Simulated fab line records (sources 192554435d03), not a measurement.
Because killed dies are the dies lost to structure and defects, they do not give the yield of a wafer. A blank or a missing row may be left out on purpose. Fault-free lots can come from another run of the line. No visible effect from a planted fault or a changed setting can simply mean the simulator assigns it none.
Matching of chambers :: flow n5-finfet :: rie-diel-01 running N5_FIN_SAQP_HM_OPEN_73: 3 sister chambers
The step chemistry CHF3/O2, target SiO2, stops on a-Si, target depth 12 nm, time 16.8 s. 3 wafers are shown with their chamber, then 7 later ones without.

## WAFERS PAIRED WITH THEIR CHAMBERS
wafer: L089.1
chamber: 1
throttle-valve-pct (%): 18.9

wafer: L089.4
chamber: 0
throttle-valve-pct (%): 18.4

wafer: L090.5
chamber: 2
throttle-valve-pct (%): 19.2

## WAFERS MISSING THEIR CHAMBER
wafer: L091.1
throttle-valve-pct (%): 18.9

wafer: L091.4
throttle-valve-pct (%): 19.2

wafer: L095.1
throttle-valve-pct (%): 18.4

wafer: L095.6
throttle-valve-pct (%): 19.0

wafer: L097.1
throttle-valve-pct (%): 19.2

wafer: L097.3
throttle-valve-pct (%): 19.0

wafer: L097.6
throttle-valve-pct (%): 18.4

## WHICH CHAMBER EACH ONE RAN IN
wafer: L091.1
from the rows above: 1
in truth: 1

wafer: L091.4
from the rows above: 2
in truth: 2

wafer: L095.1
from the rows above: 0
in truth: 0

wafer: L095.6
from the rows above: can't be placed: 1 or 2
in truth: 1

wafer: L097.1
from the rows above: 2
in truth: 2

wafer: L097.3
from the rows above: can't be placed: 1 or 2
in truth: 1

wafer: L097.6
from the rows above: 0
in truth: 0
Correctly placed: 5 of 7. Unplaceable from these rows: 2, with the true chamber sitting among the candidates in 2. Wrongly placed: 0.
How it was worked out, from the rows above alone: a wafer's distance from a chamber is the root of the sum, over the readings, of the square of ((its reading less the chamber's mean) divided by the reading's scatter). The wafer belongs to the nearest chamber; if the next one is less than 2 further off, it can't be placed. Each chamber's mean is taken over the wafers shown for it. The scatter: root of mean squared gap, hidden wafer to nearest shown wafer, with one shown wafer a chamber.
